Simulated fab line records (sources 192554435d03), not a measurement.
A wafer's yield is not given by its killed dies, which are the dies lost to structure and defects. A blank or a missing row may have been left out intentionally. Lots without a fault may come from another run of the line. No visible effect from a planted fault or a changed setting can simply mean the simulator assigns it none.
A struck lot beside a sound one -- flow n5 finfet -- 15 out of 1938 route steps
Sound: wafers L666.1, L666.4, L666.5. Struck: wafers L657.3, L657.4. The cause comes at the end.
At each step with rows: each side's tool, then ch and its chambers, then its first start. Under that, the readings that differ: sound wafers -- struck wafers -- difference of the means -- sigmas: that difference in standard deviations of wafers without a fault.
alike: readings whose means differ by less than 2 such deviations, and words and numbers that are the same on both sides. not compared: withheld readings, readings that some wafer has no value for, bounds like >300 that may hide the same value, and numbers for which the record gives no deviation and whose values overlap.
The two part at a step that has a row with sigmas, a row that says differs or no value, or rows on one side only. Numbers that have no deviation but don't overlap get no sigmas and don't part them. Lack of a reading on every wafer of one side parts them only where that side has two or more wafers.

first, 2 steps without rows for these wafers: N5_HKMG_FIN_STRIP_89 (strips SOC in N2/H2, time 20 s); N5_HKMG_FIN_WET_ETCH_87 (etches TiN in SC1, time 154.2 s, target depth 4.7 nm, rinse time 30 s).
N5_HKMG_FIN_STRIP_88: strips in N2/H2, time 360 s.
  sound on plasma asher-01 ch 0,1, day 9 18:46; struck on plasma asher-01 ch 0,1, day 7 09:54
  alike: drypump motor current A, heater power w
  not compared: rf hours counter h
then, 3 steps without rows for these wafers: N5_HKMG_FIN_NWFM_ALD_20 (deposits TiAlC, target thk 2 nm, pulse time 3 s, purge time 2 s); N5_HKMG_FIN_ALD_71 (deposits TiN, target thk 1 nm, pulse time 1 s, purge time 3 s); N5_HKMG_FIN_COAT_66 (time 60 s, resist thk 300 nm).
N5_HKMG_FIN_ETCH_67: etches SOC in N2/H2, stops on TiN, target depth 388.9 nm.
  sound on rie diel-03 ch 0,3, day 9 19:35; struck on rie diel-01 ch 1,3, day 7 10:36
reading,sound,struck,difference,sigmas
oes product au (a.u.),0.70 0.69 0.68,0.89 0.97,+0.24,+3
  alike: drypump motor current A, rf vpp V, showerhead plenum p Torr, throttle valve pct
  not compared: rf hours counter h
then, 2 steps without rows for these wafers: N5_HKMG_FIN_STRIP_90 (strips SOC in N2/H2, time 20 s); N5_HKMG_FIN_WET_ETCH_73 (etches the open film in SC1, time 42.3 s, target depth 1.3 nm, rinse time 30 s).
N5_HKMG_FIN_ETCHBACK_68: etches the open film in Cl2/Ar, stops on HfO2, target depth 0.5 nm.
  sound on rie metal-02 ch 0,1, day 9 19:48; struck on rie metal-03 ch 0,1, day 7 10:52
  alike: drypump motor current A, mfc ar sccm, oes_ar_750_au, oes product au, throttle valve pct
  not compared: rf hours counter h
N5_HKMG_FIN_STRIP_69: strips in N2/H2, time 360 s.
  sound on plasma asher-01 ch 0,1, day 9 19:56; struck on plasma asher-02 ch 0,1, day 7 11:05
  alike: drypump motor current A, heater power w
  not compared: rf hours counter h
N5_HKMG_FIN_ALD_21: deposits TiN, target thk 1.5 nm, pulse time 1 s, purge time 3 s.
  sound on ald metal-02 ch 1,2, day 9 20:20; struck on ald metal-02 ch 2,3, day 7 11:21
  alike: heater power w, precursor pulse height rel, susceptor temp C
  not compared: ald cycles
N5_HKMG_FIN_ALD_72: deposits W, target thk 2 nm, pulse time 1 s, purge time 2 s.
  sound on cvd w-01 ch 1, day 9 20:41; struck on cvd w-02 ch 0,1, day 7 11:44
reading,sound,struck,difference,sigmas
ald cycles,7 7 7,10 10,+3,
model.W_of_HKMG_FIN_ALD_72.thk nm (nm),2 2 2,3.2 3,+1.1,
  alike: heater power w, precursor pulse height rel, susceptor temp C
then, 1 step without rows for these wafers: N5_HKMG_FIN_W_FILL_22 (material W, target thk 60 nm, time 18.2 s).
-- a jump in the record: the struck wafers' starts before and after are 8 days apart (it breaks off in module HKMG_FIN and resumes in module PASSIVATION, where the first step shown is number 1936 of the route) --
N5_PASSIVATION_PROBE_49:
  sound: prober-01 at day 20 11:24; struck: prober-01 at day 15 09:33
  alike: killed_at_M0_to_M3, killed_at_M4_up, killed at contacts, killed at front end, killed at other, killed dies, killed open, killed short

WHERE THEY PART
Within this record, at N5_HKMG_FIN_ETCH_67 only. Later steps at which nothing parts them and some readings are alike: N5_HKMG_FIN_ETCHBACK_68, N5_HKMG_FIN_STRIP_69, N5_HKMG_FIN_ALD_21, N5_HKMG_FIN_ALD_72, N5_PASSIVATION_PROBE_49.

WHY: whatever the simulator had introduced
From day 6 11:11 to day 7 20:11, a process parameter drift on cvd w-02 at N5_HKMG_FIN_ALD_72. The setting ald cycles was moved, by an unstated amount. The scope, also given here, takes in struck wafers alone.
